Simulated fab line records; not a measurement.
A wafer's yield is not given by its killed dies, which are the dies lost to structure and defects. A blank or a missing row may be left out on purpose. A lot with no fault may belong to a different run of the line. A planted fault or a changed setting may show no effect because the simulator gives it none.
Matching of chambers + flow n5_finfet + rie_diel-03 running N5_BEOL_M3_STRIP_36: 4 sister chambers
The step strips in N2/H2. 8 wafers are shown with their chamber, then 8 later ones without.

## EACH WAFER AND ITS CHAMBER
| wafer  | chamber | showerhead_plenum_p_Torr (Torr) | drypump_motor_current_A (A) |
|--------|---------|---------------------------------|-----------------------------|
| L076.1 | 2       | 2.71                            | 6.2                         |
| L079.3 | 1       | 2.59                            | 5.8                         |
| L085.1 | 1       | 2.59                            | 5.8                         |
| L085.2 | 2       | 2.70                            | 6.2                         |
| L090.2 | 3       | 2.70                            | 5.2                         |
| L090.4 | 0       | 2.54                            | 6.1                         |
| L090.5 | 3       | 2.70                            | 5.1                         |
| L093.1 | 0       | 2.54                            | 6.2                         |

## WAFERS WHOSE CHAMBER IS MISSING
| wafer  | showerhead_plenum_p_Torr (Torr) | drypump_motor_current_A (A) |
|--------|---------------------------------|-----------------------------|
| L093.5 | 2.70                            | 5.2                         |
| L093.6 | 2.54                            | 6.2                         |
| L095.2 | 2.58                            | 5.8                         |
| L095.3 | 2.53                            | 6.1                         |
| L095.5 | 2.69                            | 5.2                         |
| L096.2 | 2.69                            | 6.3                         |
| L096.3 | 2.69                            | 5.2                         |
| L096.4 | 2.53                            | 6.2                         |

## WHICH CHAMBER EACH WENT THROUGH
| wafer  | from the rows above | in truth |
|--------|---------------------|----------|
| L093.5 | 3                   | 3        |
| L093.6 | 0                   | 0        |
| L095.2 | 1                   | 1        |
| L095.3 | 0                   | 0        |
| L095.5 | 3                   | 3        |
| L096.2 | 2                   | 2        |
| L096.3 | 3                   | 3        |
| L096.4 | 0                   | 0        |
Correct placement for 8 of the 8. Can't be placed from these rows: 0. 0 placed wrongly.
How it was worked out, from the rows above alone: a wafer's distance from a chamber is the root of the sum, over the readings, of the square of ((its reading less the chamber's mean) divided by the reading's scatter). The wafer belongs to the nearest chamber; if the next one is less than 2 further off, it can't be placed. Each chamber's mean is taken over the wafers shown for it. The scatter: the root of (the sum of the squares of (reading less its chamber's mean) over the shown wafers, divided by (wafers less chambers)).
